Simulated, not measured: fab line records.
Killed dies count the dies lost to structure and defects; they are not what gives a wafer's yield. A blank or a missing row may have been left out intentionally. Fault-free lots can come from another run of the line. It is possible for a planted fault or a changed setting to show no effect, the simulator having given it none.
fab line records ; flow nandHarc ; part 2 of 2: steps 5 to 6 of 6
record lots=24; wafers=72; lastDay=33
route steps=1302 shown A_STAIRCASE@883 A_SGD_CUT@908 A_SLIT@924 A_WL_FILL@958
lots that met no fault: taken from a fault-free run of the same line
startH: start of the lot's first displayed wafer, in hours after the record's first day ; waitH: time in hours since the lot's previous step ; " unchanged from the row above ; L1.1+2: a single row standing in for several wafers ; - no value present, or no start provided ; * or withheld: withheld ; < > ~ a bound
route shown NAME@n: a module of which the file shows steps, and the number in the route of the first ; usual: mean and standard deviation over wafers with no fault ; same: alike in all rows ; chamber/n: place in a boat ; sites: readings site by site ; _std_site: how widely they spread, as a standard deviation ; _edge_site: mean of outer sites minus mean of inner sites ; radiusMm: how far each site lies from the wafer's centre ; mask NAME#n: copy n ; behind: tool/chamber where the wafer was last shaped ; hold: why the lot went on hold/how many hours it stayed there/how the hold came to an end ; device: transistor that didn't switch, given as n, p or np ; end of line: the tests these same wafers got at the end of their route ; for a step that has no rows: nothing shown but its recipe ; killed: dies lost to structure and defects at the first sort, not the wafer's yield ; map: a wafer's dies, marking killed ones x, the rest . and places with no die _
set.NAME: the setting the step ran with; set.NAME@STEP: the setting that earlier step ran with ; model.NAME: the simulator's own value behind a step, which no gauge read
one table for each step of the route and one row for each wafer, over a sample of lots
services: when a tool's chamber went out of use (startH, in hours from the record's first day, below 0 if earlier), for how many hours, and the reason
## steps
# step NHARC_A_SLIT_ETCH_24
# recipe targetDepthA=1210; timeS=60.5; cf4FlowSccm=100; chf3FlowSccm=30; arFlowSccm=0; rfW=500; biasW=200; chemistry=CF4/CHF3
# usual drypumpMotorCurrentA=5.7/0.47; oesProductAu=0.960/0.021; rfVppV=370.1/2; showerheadPlenumPTorr=1.56/0.054; throttleValvePct=16.801/0.0092
lot.wafer;tool;chamber;startH;waitH;drypumpMotorCurrentA;oesProductAu;rfHoursCounterH;rfVppV;showerheadPlenumPTorr;throttleValvePct
L076.1;rieDiel-04;1;467.97;0.1;5.1;0.932;4;374.1;1.66;16.806
L076.3;rieDiel-04;3;467.97;0.1;4.9;0.951;5;370.5;1.58;16.798
L076.4;rieDiel-04;0;467.97;0.1;5.9;0.967;4;367.0;1.48;16.802
L075.4;rieDiel-12;1;468.42;0.1;5.6;0.991;0;369.8;1.54;16.816
L075.6;rieDiel-12;0;468.42;0.1;5.3;0.988;-;370.9;1.59;16.812
L075.5;rieDiel-12;1;468.42;0.1;5.6;0.986;-;369.4;1.54;16.793
L077.3;rieDiel-12;2;471.65;0.1;5.6;1.002;1;368.8;1.53;16.795
L077.6;rieDiel-12;2;471.65;0.1;5.6;0.987;-;367.8;1.53;16.804
L077.5;rieDiel-12;3;471.65;0.1;5.2;0.985;-;366.9;1.48;16.817
L074.1;rieDiel-02;0;478.68;0.1;5.6;0.953;5;372.5;1.61;16.812
L074.6;rieDiel-02;3;478.68;0.1;5.9;0.961;-;369.9;1.52;16.801
L074.5;rieDiel-02;0;478.68;0.1;5.6;0.958;-;372.4;1.61;16.793
L078.1;rieDiel-04;1;484.41;0.1;5.2;0.971;5;373.5;1.66;16.815
L078.4;rieDiel-04;0;484.41;0.1;5.9;0.963;6;368.3;1.48;16.821
L078.5;rieDiel-04;2;484.41;0.1;6.2;0.972;-;371.9;1.62;16.795
L079.3;rieDiel-02;2;496.55;0.1;6.7;0.970;5;370.9;1.59;16.794
L079.4;rieDiel-02;3;496.55;0.1;5.9;0.984;5;369.9;1.52;16.801
L079.6;rieDiel-02;1;496.55;0.1;6.0;0.965;-;370.4;1.55;16.794
L080.1;rieDiel-12;0;498.69;0.1;5.3;0.975;2;370.4;1.59;16.787
L080.6;rieDiel-12;3;498.69;0.1;5.2;0.981;-;367.0;1.48;16.808
L080.5;rieDiel-12;0;498.69;0.1;5.3;0.976;-;370.5;1.59;16.796
L081.2;rieDiel-04;1;515.09;0.1;5.2;0.931;7;374.2;1.66;16.815
L081.1;rieDiel-04;2;515.09;0.1;6.2;0.929;9;371.8;1.62;16.804
L081.5;rieDiel-04;1;515.09;0.1;5.1;0.928;-;372.3;1.66;16.798
L082.1;rieDiel-12;2;525.90;0.1;5.5;0.988;5;368.3;1.53;16.798
L082.3;rieDiel-12;3;525.90;0.1;5.3;0.961;4;368.2;1.48;16.790
L082.6;rieDiel-12;0;525.90;0.1;5.3;0.976;-;370.4;1.59;16.775
L083.4;rieDiel-12;2;539.15;0.1;5.6;0.991;6;368.2;1.53;16.809
L083.1;rieDiel-12;0;539.15;0.1;5.3;0.955;4;371.7;1.59;16.810
L083.3;rieDiel-12;1;539.15;0.1;5.7;0.973;5;369.4;1.54;16.807
L084.2;rieDiel-02;1;550.09;0.1;6.1;0.936;9;369.8;1.55;16.812
L084.1;rieDiel-02;2;550.09;0.1;6.7;0.915;8;371.0;1.58;16.806
L084.3;rieDiel-02;0;550.09;0.1;5.6;0.924;8;372.0;1.61;16.797
L085.3;rieDiel-04;3;551.85;0.1;4.9;0.952;0;372.6;1.58;16.820
L085.5;rieDiel-04;0;551.85;0.1;5.9;0.975;-;366.5;1.48;16.807
L085.6;rieDiel-04;2;551.85;0.1;6.2;0.952;-;371.9;1.62;16.811
L086.2;rieDiel-02;3;552.01;0.1;5.9;0.960;7;367.7;1.52;16.801
L086.5;rieDiel-02;0;552.01;0.1;5.6;0.956;-;371.2;1.61;16.806
L086.6;rieDiel-02;1;552.01;0.1;6.0;0.968;-;369.7;1.55;16.800
L087.3;rieDiel-12;2;567.91;0.1;5.6;0.982;8;370.3;1.53;16.809
L087.5;rieDiel-12;2;567.91;0.1;5.5;0.983;-;369.6;1.53;16.793
L087.4;rieDiel-12;3;567.91;0.1;5.2;0.964;-;366.5;1.48;16.796
L088.2;rieDiel-12;2;592.14;0.1;5.6;1.009;10;370.4;1.53;16.789
L088.6;rieDiel-12;0;592.14;0.1;5.3;0.978;-;371.0;1.59;16.799
L088.5;rieDiel-12;1;592.14;0.1;5.6;0.987;-;369.7;1.54;16.808
L089.4;rieDiel-04;3;592.47;0.1;4.9;0.929;3;371.0;1.58;16.814
L089.1;rieDiel-04;1;592.47;0.1;5.2;0.948;1;374.2;1.66;16.803
L089.2;rieDiel-04;2;592.47;0.1;6.2;0.934;3;372.6;1.62;16.790
L091.2;rieDiel-12;1;603.74;0.1;5.7;0.937;9;370.0;1.54;16.794
L091.3;rieDiel-12;2;603.74;0.1;5.6;0.935;12;367.7;1.52;16.802
L091.4;rieDiel-12;3;603.74;0.1;5.2;0.919;11;367.9;1.48;16.795
L090.4;rieDiel-02;2;604.49;0.1;6.7;0.915;1;370.9;1.58;16.803
L090.1;rieDiel-02;3;604.49;0.1;5.9;0.948;1;369.8;1.52;16.804
L090.2;rieDiel-02;1;604.49;0.1;6.0;0.923;1;370.0;1.55;16.802
L092.3;rieDiel-04;0;627.72;0.1;5.9;0.973;4;367.0;1.47;16.815
L092.1;rieDiel-04;3;627.72;0.1;4.9;0.950;4;369.6;1.58;16.811
L092.6;rieDiel-04;0;627.72;0.1;5.9;0.968;-;366.3;1.47;16.799
L093.4;rieDiel-02;0;628.12;0.1;5.6;0.953;2;372.8;1.61;16.794
L093.6;rieDiel-02;2;628.12;0.1;6.7;0.968;-;371.9;1.58;16.794
L093.5;rieDiel-02;3;628.12;0.1;5.9;0.986;-;367.7;1.52;16.796
L095.4;rieDiel-12;0;656.35;0.1;5.3;0.943;1;370.0;1.59;16.802
L095.3;rieDiel-12;2;656.35;0.1;5.5;0.925;1;368.0;1.52;16.807
L095.1;rieDiel-12;3;656.35;0.1;5.2;0.941;1;367.2;1.48;16.800
L096.1;rieDiel-02;2;656.47;0.1;6.7;0.956;5;371.4;1.58;16.786
L096.3;rieDiel-02;3;656.47;0.1;5.9;0.985;4;370.1;1.52;16.805
L096.5;rieDiel-02;0;656.47;0.1;5.6;0.950;-;372.6;1.61;16.797
L094.1;rieDiel-04;0;657.24;0.1;5.9;0.979;6;366.3;1.47;16.789
L094.2;rieDiel-04;1;657.24;0.1;5.2;0.975;4;373.1;1.66;16.820
L094.4;rieDiel-04;2;657.24;0.1;6.2;0.951;5;371.3;1.62;16.781
L097.4;rieDiel-04;3;681.06;0.1;4.9;0.967;8;371.0;1.58;16.804
L097.3;rieDiel-04;0;681.06;0.1;5.9;0.991;8;368.0;1.47;16.799
L097.5;rieDiel-04;3;681.06;0.1;4.9;0.966;-;370.4;1.58;16.796
# step NHARC_A_WL_FILL_ETCHBACK_05
# recipe targetDepthA=220; timeS=60; tempC=40; chemistry=Cl2/BCl3
# usual drypumpMotorCurrentA=5.5/0.48; oesProductAu=1.005/0.0083
lot.wafer;tool;chamber;startH;waitH;drypumpMotorCurrentA;oesProductAu;rfHoursCounterH
L076.1;rieMetal-01;0;483.58;0.2;6.0;1.016;1.3
L076.4;rieMetal-01;1;483.58;0.2;5.2;1.011;-
L076.3;rieMetal-01;0;483.58;0.2;6.1;1.006;-
L075.4;rieMetal-03;1;483.90;0.2;6.3;1.017;-
L075.5;rieMetal-03;1;483.90;0.2;6.3;1.009;-
L075.6;rieMetal-03;0;483.90;0.2;5.2;1.019;-
L077.3;rieMetal-02;0;487.39;0.2;5.0;1.002;-
L077.5;rieMetal-02;1;487.39;0.2;5.2;1.007;-
L077.6;rieMetal-02;0;487.39;0.2;5.0;1.010;-
L074.1;rieMetal-02;0;493.59;0.2;5.1;1.007;0.6
L074.5;rieMetal-02;1;493.59;0.2;5.2;1.005;-
L074.6;rieMetal-02;0;493.59;0.2;5.0;1.010;-
L078.1;rieMetal-01;1;500.20;0.2;5.2;1.012;1.8
L078.4;rieMetal-01;1;500.20;0.2;5.2;1.012;-
L078.5;rieMetal-01;0;500.20;0.2;6.1;1.009;-
L079.4;rieMetal-02;0;511.00;0.2;5.0;0.994;-
L079.3;rieMetal-02;1;511.00;0.2;5.2;1.011;-
L079.6;rieMetal-02;1;511.00;0.2;5.2;1.007;-
L080.1;rieMetal-03;1;513.10;0.2;6.3;1.004;3.0
L080.6;rieMetal-03;0;513.10;0.2;5.2;1.007;-
L080.5;rieMetal-03;1;513.10;0.2;6.3;1.004;-
L081.2;rieMetal-03;1;529.64;0.2;6.3;0.999;0.1
L081.1;rieMetal-03;0;529.64;0.2;5.2;1.015;0.1
L081.5;rieMetal-03;0;529.64;0.2;5.2;1.004;-
L082.1;rieMetal-03;1;540.35;0.2;6.3;1.013;0.4
L082.3;rieMetal-03;1;540.35;0.2;6.3;1.003;-
L082.6;rieMetal-03;1;540.35;0.2;6.3;1.008;-
L083.1;rieMetal-02;0;553.89;0.2;5.0;1.016;1.7
L083.3;rieMetal-02;1;553.89;0.2;5.2;0.987;-
L083.4;rieMetal-02;0;553.89;0.2;5.1;1.005;-
L084.2;rieMetal-01;1;564.55;0.2;5.2;1.015;2.7
L084.1;rieMetal-01;0;564.55;0.2;6.0;0.997;2.7
L084.3;rieMetal-01;0;564.55;0.2;6.0;1.019;-
L086.2;rieMetal-02;0;566.48;0.2;5.0;1.022;1.9
L086.6;rieMetal-02;0;566.48;0.2;5.1;1.004;-
L086.5;rieMetal-02;1;566.48;0.2;5.2;1.003;-
L085.3;rieMetal-01;1;569.27;0.1;5.2;1.001;-
L085.6;rieMetal-01;1;569.27;0.1;5.2;1.010;-
L085.5;rieMetal-01;0;569.27;0.1;6.0;1.019;-
L087.4;rieMetal-03;1;582.75;0.2;6.3;1.008;-
L087.3;rieMetal-03;0;582.75;0.2;5.2;1.011;-
L087.5;rieMetal-03;0;582.75;0.2;5.2;1.013;-
L088.2;rieMetal-02;1;606.55;0.2;5.2;1.008;2.4
L088.5;rieMetal-02;1;606.55;0.2;5.2;1.001;-
L088.6;rieMetal-02;0;606.55;0.2;5.0;1.013;-
L089.2;rieMetal-03;1;606.62;0.2;6.3;1.006;1.8
L089.1;rieMetal-03;0;606.62;0.2;5.2;1.001;1.8
L089.4;rieMetal-03;0;606.62;0.2;5.2;1.004;-
L091.2;rieMetal-01;0;621.63;0.2;6.1;0.999;0.8
L091.4;rieMetal-01;0;621.63;0.2;6.1;0.996;-
L091.3;rieMetal-01;1;621.63;0.2;5.2;1.001;-
L090.1;rieMetal-02;0;622.17;0.2;5.1;1.001;3.0
L090.2;rieMetal-02;1;622.17;0.2;5.2;1.001;2.7
L090.4;rieMetal-02;1;622.17;0.2;5.2;1.008;-
L092.1;rieMetal-02;1;642.16;0.2;5.2;0.990;0.1
L092.3;rieMetal-02;0;642.16;0.2;5.0;1.006;-
L092.6;rieMetal-02;0;642.16;0.2;5.0;1.004;-
L093.4;rieMetal-03;0;642.48;0.2;5.2;1.014;-
L093.6;rieMetal-03;0;642.48;0.2;5.2;1.017;-
L093.5;rieMetal-03;1;642.48;0.2;6.3;1.014;-
L096.1;rieMetal-03;1;670.74;0.2;6.3;1.000;2.7
L096.3;rieMetal-03;1;670.74;0.2;6.3;1.002;-
L096.5;rieMetal-03;1;670.74;0.2;6.3;0.990;-
L095.1;rieMetal-01;1;670.75;0.2;5.3;0.990;1.6
L095.4;rieMetal-01;1;670.75;0.2;5.2;1.002;-
L095.3;rieMetal-01;0;670.75;0.2;6.1;0.986;-
L094.2;rieMetal-02;1;675.14;0.2;5.2;0.989;0.8
L094.1;rieMetal-02;0;675.14;0.2;5.0;0.992;0.8
L094.4;rieMetal-02;1;675.14;0.2;5.3;0.993;-
L097.4;rieMetal-01;0;696.88;0.1;6.0;1.004;-
L097.3;rieMetal-01;1;696.88;0.1;5.2;1.003;-
L097.5;rieMetal-01;1;696.88;0.1;5.3;0.999;-
## services
tool;chamber;startH;hours;kind
rieDiel-09;1;431.50;4.7;repair
pecvd-01;2;443.62;7.6;repair
rieDiel-13;1;455.85;7.9;repair
rieDiel-03;-;458.30;9.0;pm
rieDiel-09;0;463.49;5.8;repair
rieDiel-03;1;477.27;14.6;repair
rieDiel-09;0;480.93;3.9;repair
pecvd-01;-;492.30;13.0;pm
rieDiel-09;-;497.10;9.0;pm
rieDiel-13;2;498.41;1.5;repair
rieDiel-08;1;507.94;34.1;repair
rieDiel-08;-;510.07;0.4;repair
pecvd-01;1;511.45;3.5;repair
rieDiel-13;-;519.00;9.0;pm
rieDiel-03;3;534.76;4.0;repair
rieDiel-08;-;548.92;9.0;pm
rieDiel-08;-;590.30;1.9;repair
pecvd-01;-;592.65;5.9;repair
rieDiel-08;1;597.98;6.9;repair
pecvd-01;1;625.14;10.8;repair
rieDiel-03;-;635.30;9.0;pm
rieDiel-09;1;642.99;2.7;repair
rieDiel-09;-;674.10;9.0;pm
rieDiel-13;-;696.00;9.0;pm
